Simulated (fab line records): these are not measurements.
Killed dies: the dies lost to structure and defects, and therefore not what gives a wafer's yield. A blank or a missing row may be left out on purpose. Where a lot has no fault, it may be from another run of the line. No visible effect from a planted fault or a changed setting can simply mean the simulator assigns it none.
Chamber matching || flow n5Finfet || N5_BEOL_M11_ETCH_66 on rieDiel-01: 4 sister chambers
The step etches SOC in N2/H2, target depth 120 nm, overetch 24 nm, time 180 s. 8 wafers are shown with their chamber, then 8 later ones without.

## WAFERS WITH THEIR CHAMBER
{"wafer": "L077.2", "chamber": 3, "drypumpMotorCurrentA (A)": 6.0, "showerheadPlenumPTorr (Torr)": 2.53}
{"wafer": "L080.2", "chamber": 0, "drypumpMotorCurrentA (A)": 6.1, "showerheadPlenumPTorr (Torr)": 2.62}
{"wafer": "L080.6", "chamber": 2, "drypumpMotorCurrentA (A)": 5.1, "showerheadPlenumPTorr (Torr)": 2.44}
{"wafer": "L084.3", "chamber": 0, "drypumpMotorCurrentA (A)": 6.1, "showerheadPlenumPTorr (Torr)": 2.62}
{"wafer": "L091.2", "chamber": 1, "drypumpMotorCurrentA (A)": 6.3, "showerheadPlenumPTorr (Torr)": 2.46}
{"wafer": "L091.3", "chamber": 3, "drypumpMotorCurrentA (A)": 6.0, "showerheadPlenumPTorr (Torr)": 2.52}
{"wafer": "L091.6", "chamber": 2, "drypumpMotorCurrentA (A)": 5.2, "showerheadPlenumPTorr (Torr)": 2.43}
{"wafer": "L092.1", "chamber": 1, "drypumpMotorCurrentA (A)": 6.3, "showerheadPlenumPTorr (Torr)": 2.46}

## WAFERS WHOSE CHAMBER IS MISSING
{"wafer": "L092.2", "drypumpMotorCurrentA (A)": 6.0, "showerheadPlenumPTorr (Torr)": 2.51}
{"wafer": "L092.5", "drypumpMotorCurrentA (A)": 6.1, "showerheadPlenumPTorr (Torr)": 2.61}
{"wafer": "L097.1", "drypumpMotorCurrentA (A)": 6.1, "showerheadPlenumPTorr (Torr)": 2.61}
{"wafer": "L097.4", "drypumpMotorCurrentA (A)": 6.3, "showerheadPlenumPTorr (Torr)": 2.45}
{"wafer": "L097.6", "drypumpMotorCurrentA (A)": 6.1, "showerheadPlenumPTorr (Torr)": 2.61}
{"wafer": "L096.2", "drypumpMotorCurrentA (A)": 6.0, "showerheadPlenumPTorr (Torr)": 2.51}
{"wafer": "L096.5", "drypumpMotorCurrentA (A)": 5.1, "showerheadPlenumPTorr (Torr)": 2.43}
{"wafer": "L096.6", "drypumpMotorCurrentA (A)": 6.0, "showerheadPlenumPTorr (Torr)": 2.51}

## EACH ONE'S CHAMBER
{"wafer": "L092.2", "from the rows above": 3, "in truth": 3}
{"wafer": "L092.5", "from the rows above": 0, "in truth": 0}
{"wafer": "L097.1", "from the rows above": 0, "in truth": 0}
{"wafer": "L097.4", "from the rows above": 1, "in truth": 1}
{"wafer": "L097.6", "from the rows above": 0, "in truth": 0}
{"wafer": "L096.2", "from the rows above": 3, "in truth": 3}
{"wafer": "L096.5", "from the rows above": 2, "in truth": 2}
{"wafer": "L096.6", "from the rows above": 3, "in truth": 3}
8 of 8 placed correctly. Left unplaced by these rows: 0. Number placed wrongly: 0.
How it was worked out, from the rows above alone: a wafer's distance from a chamber is the root of the sum, over the readings, of the square of ((its reading less the chamber's mean) divided by the reading's scatter). The wafer belongs to the nearest chamber; if the next one is less than 2 further off, it can't be placed. A chamber's mean is the mean of its shown wafers. The scatter: take each reading less its chamber's mean, square it, sum over the shown wafers, divide by the number of wafers less the number of chambers, and take the root.
